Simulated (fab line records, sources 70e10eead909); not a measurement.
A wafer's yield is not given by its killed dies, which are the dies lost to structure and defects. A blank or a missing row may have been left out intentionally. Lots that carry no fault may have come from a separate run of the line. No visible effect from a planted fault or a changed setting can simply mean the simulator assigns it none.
Code-filled problem report in 8D (eight disciplines) form | flow nandHarc | the parts of the form that need people (team, actions taken, sign-off) are left out

== 1. THE PROBLEM ==
Mean of runLengthS at NHARC_A_CHANNEL_FILL_D2_ETCHBACK_08: 154.1 s across 3 wafers in 2 lots; on wafers with no fault it is 131.2 s (standard deviation 0.4). That puts it +57 standard deviations away from the usual mean.
The step: etches the open film in C4F8, target depth 220 nm, time 110 s.
Earliest sighting: wafer L143.2 on rieDiel-02 at day 21 23:36. At this step, 41 wafers from 14 lots have a number in the record. By rule, "out" or "out of limits" means more than 4 standard deviations away from the usual mean. The other wafers with a number count as sound.

== 2. WHAT THIS IS AND IS NOT ==
question                    | is                     | is not
which readings at this step | runLengthS             | oesProductAu, rfVppV
which lots                  | L143, L147             | L127, L128, L129, L130, L131, L134, L135, L136, L137, L148, L149, L150
which wafers of those lots  | L143.2, L147.2, L147.4 | L143.3, L147.5
read on which tools         | rieDiel-02             | rieDiel-03, rieDiel-05
when                        | from day 21 23:36      | up to then (28 sound wafers); but 10 sound wafers of L147, L148, L149, L150 came after

== 3. WHAT RULES OUT EACH SUSPECT ==
Counting: a tool at a process step up to the reading stays a suspect if it ran every lot that is out. Sound lots after the first of them don't rule it out here, since some wafers of a struck lot are sound.
- aldSinBatch-01 at NHARC_A_CHANNEL_FILL_D2_ALD_03 (deposits SiNx, target thk 6 nm, pulse time 60 s, ald cycles 58): kept. Ran every lot that is out, first one L143 (day 21 23:36); last sound lot up to then L130 (day 16 10:56). Because NHARC_A_CHANNEL_FILL_D2_ALD_03 lacks a start for some lots, the hours and order of its lots are taken from NHARC_A_CHANNEL_FILL_D2_ETCHBACK_08.
- rieDiel-02 at NHARC_A_CHANNEL_FILL_D2_ETCHBACK_08 (etches the open film in C4F8, target depth 220 nm, time 110 s): kept. Ran every lot that is out, first one L143 (day 21 23:36); last sound lot up to then L137 (day 19 14:15). Out on those wafers are its own readings of runLengthS.
Remaining after the count are aldSinBatch-01 at NHARC_A_CHANNEL_FILL_D2_ALD_03 and rieDiel-02 at NHARC_A_CHANNEL_FILL_D2_ETCHBACK_08.

== 4. THE CAUSE (what the simulator had put in) ==
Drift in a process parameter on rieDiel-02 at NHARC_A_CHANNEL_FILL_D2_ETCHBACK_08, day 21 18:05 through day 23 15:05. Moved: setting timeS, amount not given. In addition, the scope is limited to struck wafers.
Counting left 2 suspects, and this tool is among them.

== 5. THE EFFECT CHAIN, in route order ==
Each row: a reading whose mean over the struck wafers that have a number lies more than 3 standard deviations from the usual. Readings are gone through only where the record gives a usual standard deviation; hours: the median, over the lots, of the time from a lot's start at the first step in this table giving one to that lot's start at this step; sigmas: the change measured in usual standard deviations.
hours | step                                | reading    | usual   | on struck wafers | change | sigmas
0     | NHARC_A_CHANNEL_FILL_D2_ETCHBACK_08 | runLengthS | 131.2 s | 154.1            | +22.9  | +57
Here are the process steps it includes:
- NHARC_A_CHANNEL_FILL_D2_ETCHBACK_08: etches the open film in C4F8, target depth 220 nm, time 110 s.

== 6. HOW IT WOULD HAVE BEEN CAUGHT EARLIER ==
6 hours passed between the start of the fault at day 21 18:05 and the first reading out of limits in this record, taken at day 21 23:36.
